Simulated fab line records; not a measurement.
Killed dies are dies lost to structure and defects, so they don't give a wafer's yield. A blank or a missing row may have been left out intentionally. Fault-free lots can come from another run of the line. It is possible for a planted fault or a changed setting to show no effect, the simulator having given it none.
fab line records    flow n5_finfet
[record] lots = 7  wafers = 21
route steps=1938 shown BEOL_M13@1696 BEOL_M15@1779 PASSIVATION@1901
start_h: hours from the record's first day to the start of the lot's first wafer shown    wait_h: hours elapsed since this lot's preceding step    " unchanged from the row above    L1.1+2: one row covering several wafers at once    - no value present, or no start provided    * or withheld: withheld    < > ~ a bound
route shown NAME@n: NAME is a module with steps in the file, n the number in the route of the first one    usual: mean/standard deviation taken from wafers without a fault    same: alike in all rows    chamber/n: place in a boat    sites: per-site readings    _std_site: standard deviation of those values    _edge_site: outer sites' mean less inner sites'    radius_mm: how far each site lies from the wafer's centre    mask NAME#n: copy n    behind: the last tool/chamber to shape the wafer    hold: the reason the lot was held/the length of the hold in hours/how it ended    device: whichever transistor did not switch (one of n, p or np)    end of line: tests of these same wafers at the route's end    a step without rows: its recipe alone    killed: dies lost to structure and defects at the first sort, not the wafer's yield    map: per-die view of a wafer (x killed, . not killed, _ where there is no die)
set.NAME: the run value of the setting; set.NAME@STEP: its run value at that earlier step    model.NAME: the simulator's own value behind a step, which no gauge read
one table per step and one row per wafer, for lots whose settings were changed on purpose
[[steps]]
[step N5_BEOL_M13_TRENCH_ETCH_34]
[recipe] chemistry = C4F8/O2/Ar  target = SiOC  target_depth_a = 4134.7  mask_material = SOC  pressure_mtorr = 30  source_w = 3000  bias_w = 700  Ar_flow_sccm = 400  C4F8_flow_sccm = 15  O2_flow_sccm = 8  he_inner_torr = 15  he_outer_torr = 30  time_s = 162.6  ion_energy_ev = 250
lot.wafer  tool         chamber  start_h  wait_h  set.time_s  set.dose_mj@BEOL_M13_EXPOSE_25  model.etch.depth_nm  model.BEOL_M13.cd_nm
L080.1     rie_diel-04  3        301.12   0.0     162.6       22                              412.9                211
L080.4     "            2        "        "       162.6       22                              423.5                213
L080.5     "            2        "        "       162.6       22                              424.3                211
L083.1     rie_diel-02  2        330.23   0.0     162.6       22                              415                  213.4
L083.4     "            0        "        "       130.2       22                              329.3                212
L083.5     "            0        "        "       130.2       22                              330.3                211
L085.3     rie_diel-02  3        330.78   0.0     162.6       22                              421.3                211.8
L085.5     "            2        "        "       162.6       22                              410.6                210.8
L085.6     "            1        "        "       162.6       22.47                           412.7                214
L088.1     rie_diel-02  0        352.35   0.0     179         20.66                           452.5                204.6
L088.2     "            2        "        "       162.6       22                              409.1                209.2
L088.6     "            1        "        "       179         22                              456                  211.2
L087.1     rie_diel-04  0        353.87   0.0     162.6       22                              399.7                210.6
L087.2     "            2        "        "       162.6       22                              418.5                212
L087.6     "            2        "        "       152.1       22                              392.9                209.6
L095.1     rie_diel-02  3        392.25   0.0     162.6       22                              420.5                206.2
L095.3     "            1        "        "       162.6       22                              410.6                206.8
L095.4     "            3        "        "       162.6       22                              415                  205.4
L096.3     rie_diel-04  1        400.04   0.0     162.6       21.32                           410.3                205.8
L096.5     "            2        "        "       184.4       22                              471.1                209
L096.6     "            3        "        "       162.6       22                              417.6                209.4
[step N5_BEOL_M13_STRIP_70]
[recipe] chemistry = C4F8/O2/Ar  resist = SiARC  rf_frequency_hz = 6e+07
[step N5_BEOL_M13_OCD_MEAS_35]
[usual] trench_depth_nm = 413/5.8
lot.wafer  tool    chamber  start_h  wait_h  set.time_s@BEOL_M13_TRENCH_ETCH_34  trench_depth_nm
L080.1     ocd-02  -        301.29   0.0     162.6                               413
L080.4     "       -        "        "       162.6                               423
L080.5     "       -        "        "       162.6                               425
L083.1     ocd-02  -        330.40   0.0     162.6                               415
L083.4     "       -        "        "       130.2                               329
L083.5     "       -        "        "       130.2                               330
L085.3     ocd-02  -        330.95   0.0     162.6                               421
L085.5     "       -        "        "       162.6                               410
L085.6     "       -        "        "       162.6                               412
L088.1     ocd-02  -        352.52   0.0     179                                 452
L088.2     "       -        "        "       162.6                               410
L088.6     "       -        "        "       179                                 457
L087.1     ocd-01  -        354.05   0.0     162.6                               400
L087.2     "       -        "        "       162.6                               419
L087.6     "       -        "        "       152.1                               393
L095.1     ocd-01  -        392.43   0.0     162.6                               421
L095.3     "       -        "        "       162.6                               411
L095.4     "       -        "        "       162.6                               415
L096.3     ocd-02  -        400.22   0.0     162.6                               410
L096.5     "       -        "        "       184.4                               471
L096.6     "       -        "        "       162.6                               418
[step N5_BEOL_M13_STRIP_37]
[recipe] chemistry = N2/H2  power_w = 1000  temp_c = 250  h2_frac = 0.65  overash_fraction = 0.3  pressure_mtorr = withheld  n2_flow_sccm = 1750  h2_flow_sccm = 3250
[step N5_BEOL_M13_ETCH_38]
[recipe] chemistry = CF4/N2  target = SiCN  target_depth_a = 675  taper_deg = 2  time_s = 71.9  ion_energy_ev = 150  mask_material = SiO2  pressure_mtorr = 40  source_w = 430  bias_w = 70  Ar_flow_sccm = 100  cf4_flow_sccm = 60  n2_flow_sccm = 60
[step N5_BEOL_M13_ECD_47]
[recipe] material = Cu  target_thk_a = 9360
[step N5_BEOL_M13_ANNEAL_48]
[recipe] temp_c = 225  time_s = 90  ambient = N2
[step N5_BEOL_M13_CMP_49]
[recipe] stop_on = SiOC  t_overpolish_s = 17.1  down_force_psi = 1  platen_rpm = 50  clearing_platen_down_force_psi = 1.5  clearing_platen_rpm = 50  post_cmp_clean = cu_alkaline  target_thk_nm = 420  clearing_platen_pad_velocity_m_s = 0.99484  pad_velocity_m_s = 0.99484
lot.wafer  tool    chamber  start_h  wait_h  set.time_s@BEOL_M13_TRENCH_ETCH_34  model.Cu_of_BEOL_M13_ECD_47.thk_nm
L080.4     cmp-03  1        311.69   0.1     162.6                               429.2
L080.1     "       2        "        "       162.6                               419.4
L080.5     "       2        "        "       162.6                               430.4
L083.4     cmp-04  1        333.51   0.1     130.2                               335
L083.1     "       2        "        "       162.6                               422.2
L083.5     "       2        "        "       130.2                               337
L085.3     cmp-04  1        340.89   0.3     162.6                               427.4
L085.6     "       1        "        "       162.6                               419.4
L085.5     "       2        "        "       162.6                               418
L088.2     cmp-02  2        358.40   0.3     162.6                               416.4
L088.1     "       3        "        "       179                                 460
L088.6     "       0        "        "       179                                 463.8
L087.2     cmp-03  3        359.87   0.4     162.6                               424.2
L087.1     "       2        "        "       162.6                               406
L087.6     "       0        "        "       152.1                               399.6
L095.1     cmp-02  2        395.32   0.3     162.6                               425
L095.3     "       3        "        "       162.6                               415.4
L095.4     "       1        "        "       162.6                               420.4
L096.3     cmp-04  2        403.24   0.2     162.6                               418.8
L096.6     "       2        "        "       162.6                               426
L096.5     "       3        "        "       184.4                               479.8
[step N5_BEOL_M13_THK_MEAS_50]
[recipe] thk_meas_gauge = xrf  reads = Cu_of_BEOL_M13_ECD_47
[usual] M13_THK = 416/6.4
lot.wafer  tool           chamber  start_h  wait_h  set.time_s@BEOL_M13_TRENCH_ETCH_34  M13_THK[nm]
L080.1     film_metro-02  -        311.98   -       162.6                               417
L080.4     "              -        "        "       162.6                               426
L080.5     "              -        "        "       162.6                               426
L083.1     film_metro-02  -        333.81   -       162.6                               423
L083.4     "              -        "        "       130.2                               334
L083.5     "              -        "        "       130.2                               337
L085.3     film_metro-02  -        341.19   -       162.6                               425
L085.5     "              -        "        "       162.6                               415
L085.6     "              -        "        "       162.6                               416
L088.1     film_metro-02  -        358.62   -       179                                 459
L088.2     "              -        "        "       162.6                               413
L088.6     "              -        "        "       179                                 460
L087.1     film_metro-02  -        360.16   -       162.6                               405
L087.2     "              -        "        "       162.6                               421
L087.6     "              -        "        "       152.1                               398
L095.1     film_metro-01  -        395.61   -       162.6                               420
L095.3     "              -        "        "       162.6                               411
L095.4     "              -        "        "       162.6                               414
L096.3     film_metro-01  -        403.53   -       162.6                               412
L096.5     "              -        "        "       184.4                               472
L096.6     "              -        "        "       162.6                               418
[step N5_BEOL_M13_PRE_CLEAN_52]
[recipe] gas = NH3  time_s = 15  temp_c = withheld  rf_power_w = 300
[step N5_BEOL_M13_DEP_53]
[recipe] material = SiCN  target_thk_a = 500  temp_c = withheld  precursor = 3MS/NH3  pressure_torr = 3  rf_w = 675  time_s = 17.8
[step N5_BEOL_M13_RS_MEAS_54]
[recipe] thk_meas_gauge = four-point-probe  reads = Cu_of_BEOL_M13_ECD_47+Ta_of_BEOL_M13_SPUTTER_44+TaN_of_BEOL_M13_SPUTTER_43
[usual] M13_RS = 0.0450/0.00064
lot.wafer  tool           chamber  start_h  wait_h  set.time_s@BEOL_M13_TRENCH_ETCH_34  M13_RS[ohm/sq]
L080.1     film_metro-02  -        312.11   0.0     162.6                               0.0449
L080.4     "              -        "        "       162.6                               0.0439
L080.5     "              -        "        "       162.6                               0.0438
L083.1     film_metro-01  -        333.93   0.0     162.6                               0.0446
L083.4     "              -        "        "       130.2                               0.0568
L083.5     "              -        "        "       130.2                               0.0565
L085.3     film_metro-01  -        341.32   0.1     162.6                               0.0441
L085.5     "              -        "        "       162.6                               0.0450
L085.6     "              -        "        "       162.6                               0.0449
L088.1     film_metro-02  -        358.75   0.1     179                                 0.0409
L088.2     "              -        "        "       162.6                               0.0452
L088.6     "              -        "        "       179                                 0.0405
L087.1     film_metro-02  -        360.29   0.0     162.6                               0.0464
L087.2     "              -        "        "       162.6                               0.0444
L087.6     "              -        "        "       152.1                               0.0473
L095.1     film_metro-02  -        395.77   0.1     162.6                               0.0442
L095.3     "              -        "        "       162.6                               0.0454
L095.4     "              -        "        "       162.6                               0.0449
L096.3     film_metro-01  -        403.66   0.1     162.6                               0.0449
L096.5     "              -        "        "       184.4                               0.0391
L096.6     "              -        "        "       162.6                               0.0442
[step N5_BEOL_M15_EXPOSE_07]
[recipe] mask_id = V14  na = 0.8  source_shape = annular  sigma_inner = 0.5  sigma_outer = 0.8  polarization = unpolarized  attpsm_phase_deg = 180  dose_mj = 41.25
lot.wafer   tool            chamber  start_h  wait_h  mask   set.dose_mj
L080.1+4+5  krf_scanner-02  0        324.81   -       V14#0  41.25
L083.1+5    krf_scanner-02  0        342.45   -       V14#0  41.25
L083.4      "               0        "        "       V14#0  39.07
L085.3      krf_scanner-01  0        346.28   -       V14#0  41.25
L085.5+6    "               0        "        "       V14#0  42.86
L088.1      krf_scanner-01  0        365.72   -       V14#0  41.25
L088.2+6    "               0        "        "       V14#0  44.14
L087.1+6    krf_scanner-01  0        368.18   -       V14#0  41.25
L087.2      "               0        "        "       V14#0  38.45
L095.1+3    krf_scanner-02  0        401.07   -       V14#0  41.25
L095.4      "               0        "        "       V14#0  39.51
L096.3+5    krf_scanner-01  0        411.91   -       V14#0  41.25
L096.6      "               0        "        "       V14#0  42.65
[step N5_BEOL_M15_PEB_08]
[recipe] peb_temp_c = 130  peb_time_s = 90
[step N5_BEOL_M15_DEVELOP_09]
[recipe] develop_time_s = 45  rinse_liquid = diw  dry = air_spin  dev_temp_c = 21
[step N5_BEOL_M15_HARDBAKE_14]
[recipe] temp_c = 130  time_s = 120
[step N5_BEOL_M15_CD_MEAS_10]
[recipe] target_cd_nm = 360  landing_energy_ev = 500  detector = se_inlens  polarity = opening
[usual] cd_nm = 359.3/1.6
lot.wafer  tool       chamber  start_h  wait_h  set.dose_mj@BEOL_M15_EXPOSE_07  cd_nm
L080.1     cd_sem-02  0        324.98   -       41.25                           357.9
L080.4     "          0        "        "       41.25                           361.1
L080.5     "          0        "        "       41.25                           359.0
L083.1     cd_sem-01  0        342.63   -       41.25                           357.2
L083.4     "          0        "        "       39.07                           351.0
L083.5     "          0        "        "       41.25                           358.7
L085.3     cd_sem-02  0        346.45   -       41.25                           360.9
L085.5     "          0        "        "       42.86                           365.6
L085.6     "          0        "        "       42.86                           363.7
L088.1     cd_sem-03  0        365.90   -       41.25                           358.3
L088.2     "          0        "        "       44.14                           367.8
L088.6     "          0        "        "       44.14                           368.1
L087.1     cd_sem-03  0        368.35   -       41.25                           361.2
L087.2     "          0        "        "       38.45                           348.6
L087.6     "          0        "        "       41.25                           359.5
L095.1     cd_sem-03  0        401.24   -       41.25                           356.2
L095.3     "          0        "        "       41.25                           357.8
L095.4     "          0        "        "       39.51                           351.7
L096.3     cd_sem-03  0        412.08   -       41.25                           357.0
L096.5     "          0        "        "       41.25                           357.8
L096.6     "          0        "        "       42.65                           363.7
[step N5_BEOL_M15_STRIP_65]
[recipe] chemistry = post_etch_residue_remover  time_s = 60  temp_c = 25  remover_ph = withheld  remover_water_wt_pct = withheld  remover_fluoride_wt_pct = withheld
[step N5_BEOL_M15_SRD_66]
[recipe] time_s = 30  temp_c = 23  rinse_liquid = diw  dry = n2_spin  spin_rpm = 1500  dry_time_s = 30
[step N5_BEOL_M15_CD_MEAS_17]
[recipe] target_cd_nm = 360  polarity = opening
[usual] cd_nm = 360.4/1.9
lot.wafer  tool       chamber  start_h  wait_h  set.dose_mj@BEOL_M15_EXPOSE_07  cd_nm
L080.1     cd_sem-03  -        325.57   0.0     41.25                           357.8
L080.4     "          -        "        "       41.25                           361.4
L080.5     "          -        "        "       41.25                           360.5
L083.1     cd_sem-02  -        343.27   0.0     41.25                           359.0
L083.4     "          -        "        "       39.07                           352.2
L083.5     "          -        "        "       41.25                           358.6
L085.3     cd_sem-01  -        347.06   0.0     41.25                           362.2
L085.5     "          -        "        "       42.86                           366.7
L085.6     "          -        "        "       42.86                           364.4
L088.1     cd_sem-01  -        366.62   0.0     41.25                           361.5
L088.2     "          -        "        "       44.14                           369.8
L088.6     "          -        "        "       44.14                           370.5
L087.1     cd_sem-01  -        368.93   0.0     41.25                           362.0
L087.2     "          -        "        "       38.45                           349.9
L087.6     "          -        "        "       41.25                           363.1
L095.1     cd_sem-03  -        401.83   0.0     41.25                           356.2
L095.3     "          -        "        "       41.25                           358.7
L095.4     "          -        "        "       39.51                           352.9
L096.3     cd_sem-01  -        412.66   0.0     41.25                           355.6
L096.5     "          -        "        "       41.25                           358.5
L096.6     "          -        "        "       42.65                           364.4
[step N5_BEOL_M15_SPUTTER_44]
[recipe] material = Ta  target_thk_a = 150  temp_c = 50  bias_v = 80  power_w = 15000  chamber_pressure_pa = 0.07  time_s = 24.19
lot.wafer   tool            chamber  start_h  wait_h  set.power_w  model.Ta_of_BEOL_M15_SPUTTER_44.thk_nm
L080.1+4+5  pvd_sputter-02  -        328.60   0.0     15000        14.8
L083.1      pvd_sputter-03  -        348.00   0.0     12990        12.6
L083.4      "               -        "        "       12990        12.8
L083.5      "               -        "        "       15000        14.8
L085.3+6    pvd_sputter-02  -        351.02   0.0     15000        15
L085.5      "               -        "        "       15000        14.8
L088.1      pvd_sputter-02  -        371.14   0.0     13520        13.4
L088.2      "               -        "        "       13520        13.2
L088.6      "               -        "        "       15000        15
L087.1+6    pvd_sputter-02  -        373.66   0.0     12800        12.6
L087.2      "               -        "        "       15000        15
L095.1+4    pvd_sputter-02  -        405.75   0.0     15000        15
L095.3      "               -        "        "       15000        14.6
L096.3      pvd_sputter-02  -        419.34   0.0     15000        14.8
L096.5+6    "               -        "        "       15000        15
[step N5_PASSIVATION_EXPOSE_27]
[recipe] mask_id = PAD  na = 0.55  source_shape = conventional  sigma_outer = 0.8  polarization = unpolarized  defocus_nm = 0  dose_mj = 32.3
lot.wafer   tool            chamber  start_h  wait_h  mask   set.dose_mj
L080.1+4+5  krf_scanner-01  0        340.93   -       PAD#0  32.3
L083.1+4    krf_scanner-02  0        357.30   -       PAD#0  31.2
L083.5      "               0        "        "       PAD#0  32.3
L085.3+6    krf_scanner-01  0        361.23   -       PAD#0  30.36
L085.5      "               0        "        "       PAD#0  32.3
L088.1+2+6  krf_scanner-01  0        387.37   -       PAD#0  32.3
L087.1+2    krf_scanner-02  0        390.27   -       PAD#0  34.7
L087.6      "               0        "        "       PAD#0  32.3
L095.1      krf_scanner-01  0        416.58   -       PAD#0  32.3
L095.3+4    "               0        "        "       PAD#0  31.13
L096.3+5+6  krf_scanner-01  0        429.97   -       PAD#0  32.3
[step N5_PASSIVATION_PEB_28]
[recipe] peb_temp_c = withheld  peb_time_s = *
[step N5_PASSIVATION_DEVELOP_29]
[recipe] develop_time_s = 60  rinse_liquid = diw  dry = air_spin  dev_temp_c = 21
[step N5_PASSIVATION_HARDBAKE_31]
[recipe] temp_c = 130  time_s = 120
[step N5_PASSIVATION_CD_MEAS_30]
[recipe] target_cd_nm = 4000  landing_energy_ev = 500  detector = se_inlens  polarity = opening
[usual] cd_nm = 4000.3/1.6
lot.wafer  tool       chamber  start_h  wait_h  set.dose_mj@PASSIVATION_EXPOSE_27  cd_nm
L080.1     cd_sem-01  0        341.11   -       32.3                               4001.7
L080.4     "          0        "        "       32.3                               4002.7
L080.5     "          0        "        "       32.3                               4000.6
L083.1     cd_sem-01  0        357.48   -       31.2                               3995.9
L083.4     "          0        "        "       31.2                               3996.3
L083.5     "          0        "        "       32.3                               4003.9
L085.3     cd_sem-02  0        361.39   -       30.36                              3989.7
L085.5     "          0        "        "       32.3                               4000.9
L085.6     "          0        "        "       30.36                              3991.2
L088.1     cd_sem-02  0        387.54   -       32.3                               4000.7
L088.2     "          0        "        "       32.3                               4000.0
L088.6     "          0        "        "       32.3                               3999.3
L087.1     cd_sem-03  0        390.44   -       34.7                               4013.4
L087.2     "          0        "        "       34.7                               4012.9
L087.6     "          0        "        "       32.3                               4000.4
L095.1     cd_sem-01  0        416.76   -       32.3                               3997.5
L095.3     "          0        "        "       31.13                              3993.6
L095.4     "          0        "        "       31.13                              3993.1
L096.3     cd_sem-03  0        430.13   -       32.3                               4001.8
L096.5     "          0        "        "       32.3                               4000.1
L096.6     "          0        "        "       32.3                               4003.4
[[key]]
[split] step = N5_BEOL_M13_TRENCH_ETCH_34  setting = time_s  stated = 162.6  by = wafer
[response] step = N5_BEOL_M13_TRENCH_ETCH_34  reading = model.etch.depth_nm  change = +4.2  per = 1%  r = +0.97
[response] step = N5_BEOL_M13_OCD_MEAS_35  reading = trench_depth_nm  change = +4.18  per = 1%  r = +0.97
[response] step = N5_BEOL_M13_CMP_49  reading = model.Cu_of_BEOL_M13_ECD_47.thk_nm  change = +4.23  per = 1%  r = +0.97
[response] step = N5_BEOL_M13_THK_MEAS_50  reading = M13_THK  change = +4.25  per = 1%  r = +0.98
[response] step = N5_BEOL_M13_RS_MEAS_54  reading = M13_RS  change = -0.000514  per = 1%  r = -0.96
[split] step = N5_BEOL_M15_EXPOSE_07  setting = dose_mj  stated = 41.25  by = wafer
[response] step = N5_BEOL_M15_CD_MEAS_10  reading = cd_nm  change = +1.45  per = 1%  r = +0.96
[response] step = N5_BEOL_M15_CD_MEAS_17  reading = cd_nm  change = +1.42  per = 1%  r = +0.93
[split] step = N5_BEOL_M15_SPUTTER_44  setting = power_w  stated = 15000  by = wafer
[response] step = N5_BEOL_M15_SPUTTER_44  reading = model.Ta_of_BEOL_M15_SPUTTER_44.thk_nm  change = +0.163  per = 1%  r = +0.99
[split] step = N5_PASSIVATION_EXPOSE_27  setting = dose_mj  stated = 32.3  by = wafer
[response] step = N5_PASSIVATION_CD_MEAS_30  reading = cd_nm  change = +1.72  per = 1%  r = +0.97
split outside_this_file step=N5_BEOL_M13_EXPOSE_25 setting=dose_mj
// split outside_this_file: this setting was split too, and the file shows its column; the key of that split is in another file
